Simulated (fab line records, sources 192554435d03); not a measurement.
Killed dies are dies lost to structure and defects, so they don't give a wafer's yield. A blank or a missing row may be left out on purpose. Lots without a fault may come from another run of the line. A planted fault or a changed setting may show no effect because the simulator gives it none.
Chamber matching | flow n5_finfet | N5_BEOL_M6_ILD_DEP_00 on pecvd-03: 3 sister chambers
The step deposits SiCOH lowk from DEMS/porogen, target thk 179.75 nm, time 33.4 s. 16 wafers are shown with their chamber, then 8 later ones without.

WAFERS WITH THEIR CHAMBER
wafer  | chamber | throttle_valve_pct (%) | showerhead_plenum_p_Torr (Torr) | heater_power_w (W)
L075.3 | 0       | 13.9                   | 5.768                           | 282
L075.4 | 2       | 13.5                   | 5.726                           | 361
L075.5 | 0       | 14.0                   | 5.771                           | 283
L076.2 | 2       | 13.6                   | 5.727                           | 369
L076.4 | 1       | 14.4                   | 5.742                           | 280
L076.6 | 2       | 13.5                   | 5.720                           | 379
L080.1 | 0       | 13.6                   | 5.769                           | 233
L080.3 | 2       | 13.4                   | 5.739                           | 378
L080.6 | 1       | 14.1                   | 5.765                           | 283
L078.1 | 2       | 13.6                   | 5.725                           | 361
L078.3 | 1       | 14.2                   | 5.765                           | 287
L078.6 | 0       | 14.0                   | 5.757                           | 270
L082.1 | 2       | 13.5                   | 5.734                           | 346
L082.4 | 1       | 14.1                   | 5.772                           | 257
L082.6 | 0       | 14.0                   | 5.764                           | 281
L091.4 | 2       | 13.5                   | 5.734                           | 296

SIGNATURES (means of the wafers above)
reading                  | chamber 0 | chamber 1 | chamber 2 | scatter within a chamber
throttle_valve_pct       | 13.900    | 14.200    | 13.514    | 0.127
showerhead_plenum_p_Torr | 5.76580   | 5.76100   | 5.72929   | 0.0083
heater_power_w           | 269.80    | 276.75    | 355.71    | 23.7
Rule: a wafer's distance from a chamber is the root of the sum, over the readings, of the square of ((its reading less the chamber's mean) divided by the reading's scatter). The wafer belongs to the nearest chamber; if the next one is less than 2 further off, it can't be placed. The scatter: the root of (the sum of the squares of (reading less its chamber's mean) over the shown wafers, divided by (wafers less chambers)).

WAFERS WITHOUT THEIR CHAMBER
wafer  | throttle_valve_pct (%) | showerhead_plenum_p_Torr (Torr) | heater_power_w (W)
L091.5 | 13.5                   | 5.756                           | 223
L091.6 | 14.2                   | 5.764                           | 280
L095.1 | 13.6                   | 5.768                           | 264
L095.3 | 14.1                   | 5.765                           | 267
L095.4 | 13.5                   | 5.740                           | 344
L096.2 | 13.6                   | 5.732                           | 356
L096.3 | 13.8                   | 5.757                           | 269
L096.6 | 14.0                   | 5.776                           | 269

WHICH CHAMBER EACH WENT THROUGH
wafer  | from the rows above     | in truth
L091.5 | 0                       | 0
L091.6 | 1                       | 1
L095.1 | 0                       | 0
L095.3 | can't be placed: 1 or 0 | 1
L095.4 | 2                       | 2
L096.2 | 2                       | 2
L096.3 | can't be placed: 0 or 1 | 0
L096.6 | can't be placed: 0 or 1 | 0
Placed correctly: 5 of 8. Can't be placed from these rows: 3 (the true chamber is among the candidates in 3). Placed wrongly: 0.
